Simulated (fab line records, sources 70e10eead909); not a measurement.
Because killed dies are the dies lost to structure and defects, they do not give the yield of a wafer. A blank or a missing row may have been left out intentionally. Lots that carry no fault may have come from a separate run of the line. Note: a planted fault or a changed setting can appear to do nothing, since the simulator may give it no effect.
Matching of chambers | flow nand-harc | cmp-03 running NHARC_A_STAIRCASE_CMP_152: 4 sister chambers
The step polishes. 14 wafers are shown with their chamber, then 6 later ones without.

== WAFERS PAIRED WITH THEIR CHAMBERS ==
wafer  | chamber | motor-current-A (A)
L934.1 | 2       | 14.0
L934.2 | 1       | 12.3
L934.6 | 2       | 14.4
L937.2 | 1       | 12.5
L937.4 | 3       | 12.6
L937.5 | 0       | 10.0
L942.1 | 1       | 13.4
L942.4 | 2       | 14.0
L948.2 | 2       | 14.4
L948.4 | 3       | 12.5
L948.5 | 2       | 15.0
L956.1 | 3       | 12.7
L956.3 | 0       | 9.5
L956.5 | 1       | 13.7

SIGNATURES (averages over the wafers above)
reading         | chamber 0 | chamber 1 | chamber 2 | chamber 3 | scatter within a chamber
motor-current-A | 9.750     | 12.975    | 14.360    | 12.600    | 0.47
Rule: a wafer lies at a distance from a chamber equal to the root of the sum of squares, over the readings, of (its reading less the chamber's mean, divided by the reading's scatter). If the next closest chamber is less than 2 further off than the closest, the wafer can't be placed; otherwise it belongs to the closest. The scatter: take each reading less its chamber's mean, square it, sum over the shown wafers, divide by the number of wafers less the number of chambers, and take the root.

== WAFERS WITH NO CHAMBER GIVEN ==
wafer  | motor-current-A (A)
L955.2 | 12.2
L955.5 | 14.4
L955.6 | 13.4
L957.1 | 14.4
L957.2 | 11.8
L957.5 | 12.6

== WHICH CHAMBER EACH ONE RAN IN ==
wafer  | from the rows above          | in truth
L955.2 | can't be placed: 3 or 1      | 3
L955.5 | 2                            | 2
L955.6 | can't be placed: 1 or 3 or 2 | 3
L957.1 | 2                            | 2
L957.2 | can't be placed: 3 or 1      | 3
L957.5 | can't be placed: 3 or 1      | 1
Correct placement for 2 of the 6. Not placeable from these rows: 4 (in 4, the candidates include the true chamber). Number placed wrongly: 0.
